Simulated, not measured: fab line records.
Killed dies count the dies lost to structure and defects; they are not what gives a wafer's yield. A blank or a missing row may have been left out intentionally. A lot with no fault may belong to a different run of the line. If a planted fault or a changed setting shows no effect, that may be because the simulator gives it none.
fab line records    flow nand_harc    part 1 of 2: steps 1 to 28 of 40
record lots=5  wafers=15  last_day=23
route steps=1159 shown A_M0@1015 A_M1@1026
lots that met no fault: from a run of the same line without faults
start_h: hours from the record's opening day to when the first of the lot's shown wafers began    wait_h: hours from the lot's prior step to this one    " identical to the entry in the row above    L1.1+2: one row covering several wafers at once    - value missing, or start not given    * or withheld: withheld    < > ~ a bound
route shown NAME@n: a module of which the file shows steps, and the number in the route of the first    usual: average and standard deviation across the fault-free wafers    same: alike in all rows    chamber/n: place in a boat    sites: per-site readings    _std_site: standard deviation across them    _edge_site: inner sites' mean taken away from outer sites' mean    radius_mm: for every site, how far away it sits from the centre of the wafer    mask NAME#n: copy n    behind: tool/chamber where the wafer was last shaped    hold: why the lot was held/for how many hours/how that ended    device: the n, p or np transistor that did not switch    end of line: the same wafers' tests at the end of the route    for a step that has no rows: nothing shown but its recipe    killed: not the wafer's yield, but the dies lost to structure and defects at the first sort    map: shows each die of a wafer: x if killed, . if not, _ if none is there
set.NAME: the setting as run; set.NAME@STEP: as run at that earlier step    model.NAME: the simulator's own value behind a step, which no gauge read
certain route steps with their lots: each step a table, each wafer a row
services: from which hour (start_h, from the record's first day; less than 0 if before it) a tool's chamber was out of use, for how many hours, and why
## steps
# step NHARC_A_M0_PVD_20
# recipe target_thk_a=50  bias_v=168.6  power_w=15000  chamber_pressure_pa=0.12  time_s=8.06  substrate_temp_c=50  material=TaN
# usual throttle_valve_pct=29.9/0.98
lot.wafer  tool            chamber  start_h  wait_h  throttle_valve_pct
L074.4     pvd_sputter-01  -        -        -       30.5
L074.1     "               -        "        "       29.4
L074.6     "               -        "        "       32.2
L082.2     pvd_sputter-03  -        -        -       30.3
L082.3     "               -        "        "       28.6
L082.6     "               -        "        "       29.9
L086.3     pvd_sputter-03  -        -        -       30.0
L086.2     "               -        "        "       30.5
L086.4     "               -        "        "       31.0
L088.2     pvd_sputter-03  -        -        -       30.2
L088.3     "               -        "        "       29.3
L088.6     "               -        "        "       30.0
L091.2     pvd_sputter-01  -        -        -       32.1
L091.4     "               -        "        "       30.4
L091.5     "               -        "        "       32.3
# step NHARC_A_M0_PVD_21
# recipe target_thk_a=300  chamber_pressure_pa=5  power_w=5000  substrate_temp_c=30  time_s=20.49  material=Cu
# usual throttle_valve_pct=29.9/1
lot.wafer  tool            chamber  start_h  wait_h  throttle_valve_pct
L074.4     pvd_sputter-01  -        -        -       30.4
L074.1     "               -        "        "       32.2
L074.6     "               -        "        "       30.7
L082.3     pvd_sputter-03  -        -        -       28.6
L082.2     "               -        "        "       30.9
L082.6     "               -        "        "       29.8
L086.4     pvd_sputter-03  -        -        -       30.2
L086.3     "               -        "        "       31.1
L086.2     "               -        "        "       30.3
L088.2     pvd_sputter-03  -        -        -       29.4
L088.3     "               -        "        "       30.4
L088.6     "               -        "        "       30.0
L091.2     pvd_sputter-01  -        -        -       29.5
L091.4     "               -        "        "       32.1
L091.5     "               -        "        "       30.3
# step NHARC_A_M0_ECD_22
# recipe target_thk_a=4000  bath_temp_c=25  material=Cu
lot.wafer   tool       chamber  start_h  wait_h
L074.1+4+6  ecd_cu-02  1,0,1    403.70   -
L082.2+3+6  ecd_cu-02  1,1,0    455.95   -
L086.2+3+4  ecd_cu-01  1,1,0    471.32   -
L088.2+3+6  ecd_cu-01  1,1,0    494.46   -
L091.2+4+5  ecd_cu-02  0,1,1    499.88   -
# step NHARC_A_M0_ANNEAL_30
# recipe temp_c=225  time_s=90
# usual wafer_temp_C_max=226.06/0.24
lot.wafer  tool           chamber  start_h  wait_h  wafer_temp_C_max
L074.1     rtp_anneal-02  0        404.05   -       225.73
L074.4     "              0        "        "       226.03
L074.6     "              0        "        "       225.94
L082.2     rtp_anneal-01  0        456.38   -       226.11
L082.3     "              0        "        "       225.82
L082.6     "              0        "        "       225.83
L086.2     rtp_anneal-02  0        471.74   -       226.07
L086.3     "              0        "        "       226.06
L086.4     "              0        "        "       226.36
L088.2     rtp_anneal-02  0        494.84   -       226.38
L088.3     "              0        "        "       225.96
L088.6     "              0        "        "       226.21
L091.2     rtp_anneal-01  0        500.28   0.3     226.21
L091.4     "              0        "        "       225.80
L091.5     "              0        "        "       225.85
# step NHARC_A_M0_CMP_23
# recipe t_overpolish_s=20  target_thk_nm=113.75
# usual motor_current_A=12.1/1.4  time_to_endpoint_s=28/3.7
lot.wafer  tool    chamber  start_h  wait_h  motor_current_A  time_to_endpoint_s
L074.1     cmp-02  1        404.43   -       11.8             31
L074.4     "       2        "        "       12.1             26
L074.6     "       0        "        "       14.0             24
L082.2     cmp-02  1        456.70   -       11.9             33
L082.3     "       0        "        "       13.6             26
L082.6     "       1        "        "       11.1             33
L086.4     cmp-01  1        472.04   -       11.4             29
L086.2     "       3        "        "       10.9             25
L086.3     "       0        "        "       11.7             31
L088.3     cmp-01  3        495.13   -       11.2             25
L088.2     "       0        "        "       12.9             29
L088.6     "       3        "        "       10.8             27
L091.2     cmp-02  2        500.57   -       11.9             25
L091.4     "       0        "        "       13.6             25
L091.5     "       3        "        "       12.5             27
# step NHARC_A_M0_THK_MEAS_24
# recipe thk_meas_gauge=xrf
# usual thk_nm=113.6/1.8
lot.wafer  tool           chamber  start_h  wait_h  thk_nm
L074.1     film_metro-01  -        404.72   -       113.4
L074.4     "              -        "        "       112.5
L074.6     "              -        "        "       111.5
L082.2     film_metro-01  -        457.01   -       115.5
L082.3     "              -        "        "       111.5
L082.6     "              -        "        "       114.9
L086.2     film_metro-02  -        472.35   -       111.8
L086.3     "              -        "        "       113.7
L086.4     "              -        "        "       116.8
L088.2     film_metro-01  -        495.45   -       114.1
L088.3     "              -        "        "       113.8
L088.6     "              -        "        "       111.7
L091.2     film_metro-01  -        500.89   -       110.1
L091.4     "              -        "        "       110.7
L091.5     "              -        "        "       112.3
# step NHARC_A_M0_SRD_25
lot.wafer   tool          chamber  start_h  wait_h
L074.4+1+6  wet_bench-10  2,3,7    404.76   0.0
L082.2+6+3  wet_bench-08  5,7,0    457.05   0.0
L086.4+3+2  wet_bench-10  4,5,7    472.40   0.0
L088.3+2+6  wet_bench-10  1,2,4    495.49   0.0
L091.4+5+2  wet_bench-10  7,0,2    500.94   0.0
# step NHARC_A_M0_INSPECT_27
# usual raw_defect_count=447/140
lot.wafer  tool               chamber  start_h  wait_h  raw_defect_count
L074.1     defect_inspect-01  -        404.88   0.0     278
L074.4     "                  -        "        "       313
L074.6     "                  -        "        "       271
L082.2     defect_inspect-01  -        457.17   0.0     664
L082.3     "                  -        "        "       607
L082.6     "                  -        "        "       425
L086.2     defect_inspect-01  -        472.51   0.0     582
L086.3     "                  -        "        "       723
L086.4     "                  -        "        "       358
L088.2     defect_inspect-01  -        495.60   0.0     339
L088.3     "                  -        "        "       362
L088.6     "                  -        "        "       378
L091.2     defect_inspect-02  -        501.08   0.1     481
L091.4     "                  -        "        "       523
L091.5     "                  -        "        "       574
# step NHARC_A_M0_PRE_CLEAN_31
# recipe time_s=12  temp_c=370  rf_power_w=300  gas=NH3
# usual heater_power_w=612/92
lot.wafer  tool      chamber  start_h  wait_h  heater_power_w
L074.1     pecvd-03  2        405.49   0.6     628
L074.6     "         0        "        "       651
L074.4     "         2        "        "       599
L082.2     pecvd-02  2        457.23   0.1     581
L082.3     "         1        "        "       775
L082.6     "         0        "        "       504
L086.2     pecvd-03  0        472.57   0.1     648
L086.3     "         2        "        "       561
L086.4     "         0        "        "       665
L088.2     pecvd-03  1        496.24   0.6     532
L088.3     "         2        "        "       631
L088.6     "         0        "        "       675
L091.2     pecvd-03  1        501.31   0.2     563
L091.5     "         2        "        "       540
L091.4     "         1        "        "       563
# step NHARC_A_M0_DEP_32
# recipe target_thk_a=300  temp_c=370  target_thk_nm=30  pressure_torr=3  flow_sccm=200  rf_w=450  material=SiCN
# usual heater_power_w=557/90
lot.wafer  tool      chamber  start_h  wait_h  heater_power_w
L074.1     pecvd-03  2        405.63   0.1     508
L074.6     "         0        "        "       631
L074.4     "         2        "        "       499
L082.2     pecvd-02  2        457.31   0.1     540
L082.3     "         1        "        "       708
L082.6     "         0        "        "       548
L086.2     pecvd-03  0        472.65   0.1     596
L086.3     "         2        "        "       513
L086.4     "         0        "        "       601
L088.2     pecvd-03  1        496.32   0.1     419
L088.3     "         2        "        "       612
L088.6     "         0        "        "       603
L091.2     pecvd-03  1        501.45   0.1     520
L091.5     "         2        "        "       512
L091.4     "         1        "        "       532
# step NHARC_A_M1_DEP_00
# recipe target_thk_a=1825  target_thk_nm=182.5  temp_c=withheld  pressure_torr=5  flow_sccm=200  rf_w=600  material=SiOC
lot.wafer   tool      chamber  start_h  wait_h
L074.1+6+4  pecvd-03  2,2,1    -        -
L082.3+2+6  pecvd-04  0,1,2    457.72   -
L086.3+2+4  pecvd-04  2,1,0    473.07   -
L088.2+3+6  pecvd-03  1,0,0    -        -
L091.2+4+5  pecvd-02  0,2,0    501.83   -
# step NHARC_A_M1_DEHYDRATE_01
# recipe temp_c=150  time_s=120
lot.wafer   tool            chamber  start_h  wait_h
L074.1+4+6  litho_track-01  0        406.78   -
L082.2+3+6  litho_track-04  0        458.16   -
L086.2+3+4  litho_track-04  0        473.48   -
L088.2+3+6  litho_track-06  0        497.15   -
L091.2+4+5  litho_track-04  0        502.20   -
# step NHARC_A_M1_HMDS_02
# recipe time_s=30
lot.wafer   tool            chamber  start_h  wait_h
L074.1+4+6  litho_track-01  0        -        -
L082.2+3+6  litho_track-04  0        -        -
L086.2+3+4  litho_track-04  0        -        -
L088.2+3+6  litho_track-06  0        -        -
L091.2+4+5  litho_track-04  0        -        -
# step NHARC_A_M1_COAT_34
# recipe temp_c=200  time_s=65
lot.wafer   tool            chamber  start_h  wait_h
L074.1+4+6  litho_track-01  0        -        -
L082.2+3+6  litho_track-04  0        -        -
L086.2+3+4  litho_track-04  0        -        -
L088.2+3+6  litho_track-06  0        -        -
L091.2+4+5  litho_track-04  0        -        -
# step NHARC_A_M1_COAT_03
# recipe spin_rpm=1500  resist_thk_nm=90
lot.wafer   tool            chamber  start_h  wait_h
L074.1+4+6  litho_track-01  0        -        -
L082.2+3+6  litho_track-04  0        -        -
L086.2+3+4  litho_track-04  0        -        -
L088.2+3+6  litho_track-06  0        -        -
L091.2+4+5  litho_track-04  0        -        -
# step NHARC_A_M1_SOFTBAKE_04
# recipe temp_c=105  time_s=55
lot.wafer   tool            chamber  start_h  wait_h
L074.1+4+6  litho_track-01  0        -        -
L082.2+3+6  litho_track-04  0        -        -
L086.2+3+4  litho_track-04  0        -        -
L088.2+3+6  litho_track-06  0        -        -
L091.2+4+5  litho_track-04  0        -        -
# step NHARC_A_M1_EBR_05
lot.wafer   tool            chamber  start_h  wait_h
L074.1+4+6  litho_track-01  0        -        -
L082.2+3+6  litho_track-04  0        -        -
L086.2+3+4  litho_track-04  0        -        -
L088.2+3+6  litho_track-06  0        -        -
L091.2+4+5  litho_track-04  0        -        -
# step NHARC_A_M1_EXPOSE_06
# recipe na=1.35  target_cd_nm=120  dose_mj=75.13  mask_id=A_M1
# usual exposure_dose_mJ_cm2=75.13/0.079
lot.wafer  tool             chamber  start_h  wait_h  mask    exposure_dose_mJ_cm2
L074.1     arfi_scanner-01  0        407.08   -       A_M1#0  74.94
L074.4     "                0        "        "       A_M1#0  75.04
L074.6     "                0        "        "       A_M1#0  75.12
L082.2     arfi_scanner-01  0        458.45   -       A_M1#0  75.16
L082.3     "                0        "        "       A_M1#0  75.15
L082.6     "                0        "        "       A_M1#0  75.11
L086.2     arfi_scanner-01  0        473.65   -       A_M1#0  75.17
L086.3     "                0        "        "       A_M1#0  75.17
L086.4     "                0        "        "       A_M1#0  75.26
L088.2     arfi_scanner-02  0        497.44   -       A_M1#0  75.15
L088.3     "                0        "        "       A_M1#0  75.12
L088.6     "                0        "        "       A_M1#0  75.17
L091.2     arfi_scanner-01  0        502.36   -       A_M1#0  75.09
L091.4     "                0        "        "       A_M1#0  75.04
L091.5     "                0        "        "       A_M1#0  75.11
# step NHARC_A_M1_PEB_07
# recipe peb_temp_c=100  peb_time_s=65
lot.wafer   tool            chamber  start_h  wait_h
L074.1+4+6  litho_track-04  0        407.14   0.1
L082.2+3+6  litho_track-06  0        458.51   0.1
L086.2+3+4  litho_track-01  0        473.70   0.1
L088.2+3+6  litho_track-01  0        497.50   0.1
L091.2+4+5  litho_track-06  0        502.42   0.1
# step NHARC_A_M1_DEVELOP_08
# recipe develop_time_s=35  dev_temp_c=23
lot.wafer   tool            chamber  start_h  wait_h
L074.1+4+6  litho_track-04  0        -        -
L082.2+3+6  litho_track-06  0        -        -
L086.2+3+4  litho_track-01  0        -        -
L088.2+3+6  litho_track-01  0        -        -
L091.2+4+5  litho_track-06  0        -        -
# step NHARC_A_M1_CD_MEAS_09
# recipe target_cd_nm=120  landing_energy_ev=500
# usual cd_nm=119.7/0.8
lot.wafer  tool       chamber  start_h  wait_h  cd_nm
L074.1     cd_sem-02  0        407.22   -       120.9
L074.4     "          0        "        "       120.3
L074.6     "          0        "        "       119.9
L082.2     cd_sem-01  0        458.59   -       120.2
L082.3     "          0        "        "       120.5
L082.6     "          0        "        "       118.9
L086.2     cd_sem-03  0        473.78   -       120.1
L086.3     "          0        "        "       119.5
L086.4     "          0        "        "       119.9
L088.2     cd_sem-03  0        497.58   -       120.5
L088.3     "          0        "        "       119.3
L088.6     "          0        "        "       119.9
L091.2     cd_sem-02  0        502.50   -       118.2
L091.4     "          0        "        "       119.5
L091.5     "          0        "        "       120.1
# step NHARC_A_M1_OVL_MEAS_10
# recipe pitch_nm=240
# usual overlay_x_nm=0.0/0.9  overlay_y_nm=0.0/0.88
lot.wafer  tool        chamber  start_h  wait_h  overlay_x_nm  overlay_y_nm
L074.1     overlay-01  -        407.31   -       0.5           0.2
L074.4     "           -        "        "       0.5           0.3
L074.6     "           -        "        "       0.4           -0.2
L082.2     overlay-02  -        458.68   -       -0.9          0.1
L082.3     "           -        "        "       -0.3          0.4
L082.6     "           -        "        "       -0.3          0.0
L086.2     overlay-01  -        473.87   -       0.5           0.7
L086.3     "           -        "        "       0.8           0.7
L086.4     "           -        "        "       0.5           0.9
L088.2     overlay-01  -        497.66   -       -0.2          1.1
L088.3     "           -        "        "       -0.2          1.5
L088.6     "           -        "        "       -0.5          0.7
L091.2     overlay-01  -        502.59   -       0.4           -1.0
L091.4     "           -        "        "       -0.1          -0.8
L091.5     "           -        "        "       0.2           -0.9
# step NHARC_A_M1_INSPECT_11
# usual raw_defect_count=32/13
lot.wafer  tool               chamber  start_h  wait_h  raw_defect_count
L074.1     defect_inspect-02  -        407.35   0.0     33
L074.4     "                  -        "        "       28
L074.6     "                  -        "        "       28
L082.2     defect_inspect-01  -        458.71   0.0     37
L082.3     "                  -        "        "       29
L082.6     "                  -        "        "       42
L086.2     defect_inspect-01  -        473.91   0.0     39
L086.3     "                  -        "        "       37
L086.4     "                  -        "        "       49
L088.2     defect_inspect-01  -        497.70   0.0     45
L088.3     "                  -        "        "       40
L088.6     "                  -        "        "       36
L091.2     defect_inspect-01  -        502.62   0.0     69
L091.4     "                  -        "        "       61
L091.5     "                  -        "        "       61
# step NHARC_A_M1_DESCUM_14
# recipe time_s=3  o2_flow_sccm=200  ar_flow_sccm=0  bias_power_w=0  chemistry=O2
# usual drypump_motor_current_A=5.9/0.33  oes_product_au=0.999/0.018  rf_vpp_V=57.7/0.86  showerhead_plenum_p_Torr=1.91/0.07  throttle_valve_pct=11.311/0.0092
lot.wafer  tool         chamber  start_h  wait_h  drypump_motor_current_A  oes_product_au  rf_hours_counter_h  rf_vpp_V  showerhead_plenum_p_Torr  throttle_valve_pct
L074.4     rie_diel-09  2        407.43   0.1     6.1                      1.011           11                  58.1      1.78                      11.319
L074.1     "            3        "        "       5.7                      0.992           11                  57.8      1.96                      11.288
L074.6     "            1        "        "       6.3                      1.006           -                   57.2      2.01                      11.299
L082.2     rie_diel-10  0        458.77   0.1     5.2                      0.999           2                   58.8      2.00                      11.314
L082.3     "            1        "        "       5.8                      0.994           2                   56.6      1.91                      11.320
L082.6     "            0        "        "       5.2                      1.000           -                   57.4      2.00                      11.314
L086.4     rie_diel-09  0        473.97   0.1     6.5                      1.031           3                   56.6      1.82                      11.312
L086.3     "            1        "        "       6.2                      0.991           3                   58.6      2.00                      11.306
L086.2     "            2        "        "       6.1                      0.994           2                   59.2      1.78                      11.322
L088.2     rie_diel-10  3        497.77   0.1     6.0                      0.995           3                   59.1      1.92                      11.303
L088.3     "            0        "        "       5.2                      0.999           3                   56.8      2.00                      11.311
L088.6     "            3        "        "       6.0                      1.001           -                   57.6      1.92                      11.307
L091.2     rie_diel-09  0        502.68   0.1     6.5                      1.016           5                   57.7      1.81                      11.318
L091.4     "            1        "        "       6.2                      0.988           5                   58.3      2.00                      11.299
L091.5     "            1        "        "       6.3                      0.985           -                   57.5      2.00                      11.281
# step NHARC_A_M1_ETCH_35
# recipe target_depth_a=400  overetch_a=120  time_s=43.94  ion_energy_ev=200  n2_flow_sccm=150  h2_flow_sccm=150  ar_flow_sccm=0  rf_w=400  bias_w=150  chemistry=N2/H2
# usual drypump_motor_current_A=5.9/0.31  oes_product_au=0.998/0.019  rf_vpp_V=430.4/2.4  showerhead_plenum_p_Torr=2.03/0.081  throttle_valve_pct=14.171/0.0089
lot.wafer  tool         chamber  start_h  wait_h  drypump_motor_current_A  oes_product_au  rf_hours_counter_h  rf_vpp_V  showerhead_plenum_p_Torr  throttle_valve_pct
L074.4     rie_diel-09  1        407.50   0.1     6.2                      1.011           10                  433.0     2.14                      14.159
L074.1     "            2        "        "       6.1                      0.997           11                  426.5     1.90                      14.185
L074.6     "            1        "        "       6.2                      1.012           -                   434.2     2.14                      14.156
L082.3     rie_diel-10  0        458.86   0.1     5.3                      1.001           2                   432.7     2.13                      14.172
L082.2     "            2        "        "       6.1                      1.009           2                   428.8     1.97                      14.166
L082.6     "            3        "        "       6.1                      0.998           -                   430.3     2.04                      14.165
L086.4     rie_diel-09  0        474.05   0.1     6.5                      1.018           3                   427.3     1.93                      14.172
L086.2     "            1        "        "       6.2                      0.976           3                   433.1     2.14                      14.169
L086.3     "            2        "        "       6.1                      0.980           2                   427.8     1.90                      14.175
L088.3     rie_diel-10  1        497.87   0.1     5.7                      1.008           3                   431.4     2.04                      14.175
L088.2     "            2        "        "       6.1                      1.001           3                   427.0     1.97                      14.171
L088.6     "            0        "        "       5.2                      0.995           -                   432.4     2.13                      14.159
L091.2     rie_diel-09  3        502.78   0.1     5.7                      0.986           4                   431.8     2.08                      14.169
L091.4     "            0        "        "       6.5                      1.011           5                   427.1     1.93                      14.165
L091.5     "            1        "        "       6.2                      0.973           -                   434.4     2.14                      14.166
# step NHARC_A_M1_ETCH_15
# recipe target_depth_a=1825  time_s=91.2  c4f8_flow_sccm=withheld  ar_flow_sccm=400  rf_w=600  bias_w=300  chemistry=C4F8/Ar
# usual oes_product_au=0.948/0.026  rf_vpp_V=440.7/2.5
lot.wafer  tool         chamber  start_h  wait_h  oes_product_au  rf_hours_counter_h  rf_vpp_V
L074.1     rie_diel-09  3        -        -       0.959           11                  443.1
L074.4     "            1        "        "       0.968           10                  443.7
L074.6     "            3        "        "       0.969           -                   442.6
L082.2     rie_diel-10  2        -        -       0.929           2                   437.8
L082.3     "            3        "        "       0.917           2                   441.2
L082.6     "            0        "        "       0.925           -                   444.1
L086.3     rie_diel-09  3        -        -       0.950           2                   443.0
L086.2     "            0        "        "       0.993           3                   438.3
L086.4     "            1        "        "       0.966           3                   443.3
L088.3     rie_diel-10  3        -        -       0.937           3                   439.1
L088.2     "            2        "        "       0.954           3                   439.8
L088.6     "            3        "        "       0.943           -                   440.2
L091.2     rie_diel-09  2        -        -       0.965           4                   436.2
L091.4     "            3        "        "       0.952           4                   442.9
L091.5     "            1        "        "       0.945           -                   444.5
# step NHARC_A_M1_CD_MEAS_16
# usual cd_nm=119.5/1
lot.wafer  tool       chamber  start_h  wait_h  cd_nm
L074.1     cd_sem-01  -        407.71   -       120.8
L074.4     "          -        "        "       119.9
L074.6     "          -        "        "       119.8
L082.2     cd_sem-02  -        459.08   -       119.8
L082.3     "          -        "        "       119.9
L082.6     "          -        "        "       119.2
L086.2     cd_sem-03  -        474.28   -       121.0
L086.3     "          -        "        "       118.7
L086.4     "          -        "        "       121.2
L088.2     cd_sem-03  -        498.09   -       120.8
L088.3     "          -        "        "       119.1
L088.6     "          -        "        "       119.4
L091.2     cd_sem-02  -        502.99   -       118.1
L091.4     "          -        "        "       119.2
L091.5     "          -        "        "       120.9
# step NHARC_A_M1_STRIP_18
# recipe power_w=1000  n2_flow_sccm=150  h2_flow_sccm=150  ar_flow_sccm=0  bias_w=0  chemistry=N2/H2
# usual drypump_motor_current_A=5.9/0.3  oes_product_au=0.997/0.02  rf_vpp_V=90.7/0.86  showerhead_plenum_p_Torr=2.03/0.078  throttle_valve_pct=14.171/0.0093
lot.wafer  tool         chamber  start_h  wait_h  drypump_motor_current_A  oes_product_au  rf_hours_counter_h  rf_vpp_V  showerhead_plenum_p_Torr  throttle_valve_pct
L074.4     rie_diel-01  0        407.82   0.1     5.7                      1.033           6                   91.6      2.13                      14.165
L074.1     "            2        "        "       5.9                      1.021           5                   91.3      2.01                      14.181
L074.6     "            0        "        "       5.6                      1.026           -                   91.0      2.13                      14.165
L082.3     rie_diel-01  1        459.21   0.1     5.9                      0.958           9                   90.2      2.00                      14.192
L082.2     "            2        "        "       5.9                      1.008           8                   90.2      2.01                      14.164
L082.6     "            3        "        "       5.8                      0.980           -                   91.4      2.02                      14.172
L086.3     rie_diel-09  0        474.37   0.1     6.5                      1.015           3                   89.0      1.93                      14.177
L086.2     "            1        "        "       6.2                      0.992           3                   92.0      2.14                      14.178
L086.4     "            3        "        "       5.7                      0.989           2                   90.5      2.08                      14.172
L088.2     rie_diel-10  1        498.21   0.1     5.7                      1.007           3                   90.8      2.04                      14.179
L088.3     "            2        "        "       6.1                      1.004           3                   89.2      1.97                      14.168
L088.6     "            0        "        "       5.2                      0.998           -                   91.9      2.13                      14.178
L091.4     rie_diel-09  1        503.12   0.1     6.2                      0.979           5                   90.9      2.14                      14.182
L091.2     "            2        "        "       6.1                      0.984           4                   89.6      1.90                      14.197
L091.5     "            3        "        "       5.7                      0.973           -                   90.4      2.08                      14.163
